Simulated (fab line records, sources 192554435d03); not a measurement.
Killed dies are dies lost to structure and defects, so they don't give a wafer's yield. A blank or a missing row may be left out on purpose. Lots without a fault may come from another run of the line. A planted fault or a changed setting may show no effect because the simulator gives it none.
Which tool did it? | flow n5_finfet | 24 lots, 72 wafers sampled, at 2 steps of a route of 1938

WHAT THE GAUGES READ, wafer by wafer
N5_BEOL_M7_THK_MEAS_53: measures by xrf.
lot  | measured     | on            | M7_THK (nm)
L075 | day 9 11:53  | film_metro-01 | 84 76 84
L076 | day 9 16:46  | film_metro-02 | 79 83 83
L077 | day 9 18:36  | film_metro-02 | 77 85 83
L074 | day 10 04:55 | film_metro-01 | 82 82 79
L079 | day 10 07:52 | film_metro-01 | 83 78 85
L078 | day 10 12:17 | film_metro-01 | 81 80 87
L080 | day 10 14:31 | film_metro-01 | 77 77 84
L081 | day 10 17:50 | film_metro-01 | 80 78 88
L082 | day 11 06:09 | film_metro-01 | 79 83 77
L083 | day 11 10:47 | film_metro-02 | 80 86 76
L084 | day 11 21:52 | film_metro-02 | 80 79 83
L085 | day 12 05:55 | film_metro-02 | 78 85 78
L086 | day 12 07:37 | film_metro-01 | 84 77 88
L087 | day 12 16:48 | film_metro-02 | 84 81 79
L088 | day 12 23:31 | film_metro-01 | 79 84 79
L089 | day 13 02:42 | film_metro-02 | 76 83 78
L091 | day 13 05:53 | film_metro-02 | 82 77 79
L090 | day 13 16:40 | film_metro-02 | 79 84 79
L092 | day 14 00:19 | film_metro-02 | 81 78 82
L094 | day 14 02:34 | film_metro-02 | 78 78 80
L093 | day 14 02:37 | film_metro-01 | 84 79 85
L095 | day 14 12:23 | film_metro-01 | 86 82 79
L097 | day 14 18:17 | film_metro-02 | 84 82 87
L096 | day 14 19:39 | film_metro-02 | 80 76 76

WHICH TOOL RAN EACH LOT (tool, then ch and the chambers of the sampled wafers, then the start)
lot  | N5_BEOL_M7_ANNEAL_51
L075 | rtp_anneal-01 ch 0, day 9 11:19
L076 | rtp_anneal-02 ch 0, day 9 16:16
L077 | rtp_anneal-02 ch 0, day 9 18:04
L074 | rtp_anneal-02 ch 0, day 10 04:19
L079 | rtp_anneal-02 ch 0, day 10 07:15
L078 | rtp_anneal-01 ch 0, day 10 11:49
L080 | rtp_anneal-02 ch 0, day 10 13:59
L081 | rtp_anneal-02 ch 0, day 10 17:15
L082 | rtp_anneal-02 ch 0, day 11 05:36
L083 | rtp_anneal-01 ch 0, day 11 10:12
L084 | rtp_anneal-02 ch 0, day 11 21:08
L085 | rtp_anneal-01 ch 0, day 12 05:22
L086 | rtp_anneal-02 ch 0, day 12 07:04
L087 | rtp_anneal-01 ch 0, day 12 16:13
L088 | rtp_anneal-01 ch 0, day 12 23:04
L089 | rtp_anneal-01 ch 0, day 13 02:09
L091 | rtp_anneal-01 ch 0, day 13 05:20
L090 | rtp_anneal-01 ch 0, day 13 16:06
L092 | rtp_anneal-02 ch 0, day 13 23:46
L094 | rtp_anneal-01 ch 0, day 14 02:01
L093 | rtp_anneal-02 ch 0, day 14 02:04
L095 | rtp_anneal-01 ch 0, day 14 11:50
L097 | rtp_anneal-02 ch 0, day 14 17:47
L096 | rtp_anneal-01 ch 0, day 14 19:04
- N5_BEOL_M7_ANNEAL_51: time 90 s.

WHAT THE TOOLS THEMSELVES READ (means of the sampled wafers that have a number; where no wafer has one, the mark that the record gives instead)
N5_BEOL_M7_ANNEAL_51.
lot  | tool          | wafer_temp_C_max
L075 | rtp_anneal-01 | 226.4
L076 | rtp_anneal-02 | 225.6
L077 | rtp_anneal-02 | 226.0
L074 | rtp_anneal-02 | 225.8
L079 | rtp_anneal-02 | 225.7
L078 | rtp_anneal-01 | 226.5
L080 | rtp_anneal-02 | 225.6
L081 | rtp_anneal-02 | 225.8
L082 | rtp_anneal-02 | 225.7
L083 | rtp_anneal-01 | 226.6
L084 | rtp_anneal-02 | 225.9
L085 | rtp_anneal-01 | 226.1
L086 | rtp_anneal-02 | 225.6
L087 | rtp_anneal-01 | 226.5
L088 | rtp_anneal-01 | 226.4
L089 | rtp_anneal-01 | 226.3
L091 | rtp_anneal-01 | 226.1
L090 | rtp_anneal-01 | 226.5
L092 | rtp_anneal-02 | 225.8
L094 | rtp_anneal-01 | 226.2
L093 | rtp_anneal-02 | 225.5
L095 | rtp_anneal-01 | 226.7
L097 | rtp_anneal-02 | 225.6
L096 | rtp_anneal-01 | 226.5

THE ANSWER, worked out from the rows above alone
Rule: what is usual is taken from the lots themselves. Put in order of their means at a reading, lots are off if they are a third of the lots or fewer, leave a main group of 4 or more, and stand apart from it by a gap of 3 or more times the standard deviation of the main group's means; of several such gaps the widest counts. A main group whose means are all the same, to the digits that the tables above print for the reading, isn't used. A lot without any number at a reading at which 4 lots or more have one is off too. The other lots that the step has rows for count as sound. The gauges are gone through in route order, then the tools' own readings, and for those a lot's mean is taken as printed above. The first step at which some lot is off is used, and at that step the reading that is off furthest; a lot without a number counts as furthest.
No lot is off at any reading shown: from this, nothing can be told.

WHAT THE SIMULATOR HAD PUT IN
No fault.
